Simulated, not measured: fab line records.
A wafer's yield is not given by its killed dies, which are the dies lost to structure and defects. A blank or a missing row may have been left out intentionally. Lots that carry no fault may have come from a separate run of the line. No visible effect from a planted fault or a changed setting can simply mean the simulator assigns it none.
What tool caused it?    flow nand_harc    Sampling: 6 lots, 18 wafers, 5 of 1302 route steps

WHAT THE GAUGES SHOWED, per wafer
NHARC_END_SORT_01.
lot   measured      on         killed_at_array
L854  day 31 13:16  prober-02  46 51 61

WHAT TOOL EACH LOT RAN ON (gives the tool, then ch and the chambers of the sampled wafers, and finally the start)
lot   NHARC_A_STAIRCASE_ETCH_188                     NHARC_A_STAIRCASE_ETCH_197                     NHARC_A_STAIRCASE_ETCH_199                     NHARC_A_STAIRCASE_ETCH_203
L838  rie_diel-05 ch 0,2, day 16 21:40 or earlier    rie_diel-05 ch 0,2,3, day 16 21:40 or earlier  rie_diel-05 ch 1,3, day 16 21:40 or earlier    rie_diel-05 ch 0,1,3, day 16 21:40
L841  rie_diel-13 ch 1,2,3, day 17 17:01 or earlier  rie_diel-13 ch 1,2, day 17 17:01 or earlier    rie_diel-13 ch 1,2,3, day 17 17:01 or earlier  rie_diel-13 ch 0,2,3, day 17 17:01
L845  rie_diel-13 ch 0,1, day 19 17:15 or earlier    rie_diel-08 ch 0,2, day 19 17:15 or earlier    rie_diel-08 ch 0,2, day 19 17:15 or earlier    rie_diel-08 ch 0,2,3, day 19 17:15
L847  rie_diel-08 ch 0,2, day 20 10:10 or earlier    rie_diel-05 ch 0,3, day 20 10:10 or earlier    rie_diel-05 ch 0,2,3, day 20 10:10 or earlier  rie_diel-05 ch 0,1,2, day 20 10:10
L849  rie_diel-13 ch 1,2,3, day 21 00:13 or earlier  rie_diel-05 ch 0,1,3, day 21 00:13 or earlier  rie_diel-05 ch 1,3, day 21 00:13 or earlier    rie_diel-05 ch 1,2, day 21 00:13
L854  rie_diel-05 ch 1,2,3, day 23 05:43 or earlier  rie_diel-08 ch 0,1,3, day 23 05:43 or earlier  rie_diel-08 ch 0,2,3, day 23 05:43 or earlier  rie_diel-08 ch 0,1,3, day 23 05:43
- NHARC_A_STAIRCASE_ETCH_188: etches the open film in C4F8/O2, target depth 100 nm, time 40.5 s.
- NHARC_A_STAIRCASE_ETCH_197: etches the open film in C4F8/O2, target depth 100 nm, time 40.5 s.
- NHARC_A_STAIRCASE_ETCH_199: etches the open film in C4F8/O2, target depth 100 nm, time 40.5 s.
- NHARC_A_STAIRCASE_ETCH_203: etches the open film in C4F8/O2, target depth 100 nm, time 40.5 s.

THE ANSWER, worked out from the rows above alone
Rule: what is usual is taken from the lots themselves. Put in order of their means at a reading, lots are off if they are a third of the lots or fewer, leave a main group of 4 or more, and stand apart from it by a gap of 3 or more times the standard deviation of the main group's means; of several such gaps the widest counts. A main group whose means are all the same, to the digits that the tables above print for the reading, isn't used. Also off: a lot with no number at a reading for which 4 or more lots have one. All remaining lots with rows at the step are treated as sound.
No lot is off on any of the readings shown, so nothing can be concluded from this.

WHAT THE SIMULATOR HAD PUT IN
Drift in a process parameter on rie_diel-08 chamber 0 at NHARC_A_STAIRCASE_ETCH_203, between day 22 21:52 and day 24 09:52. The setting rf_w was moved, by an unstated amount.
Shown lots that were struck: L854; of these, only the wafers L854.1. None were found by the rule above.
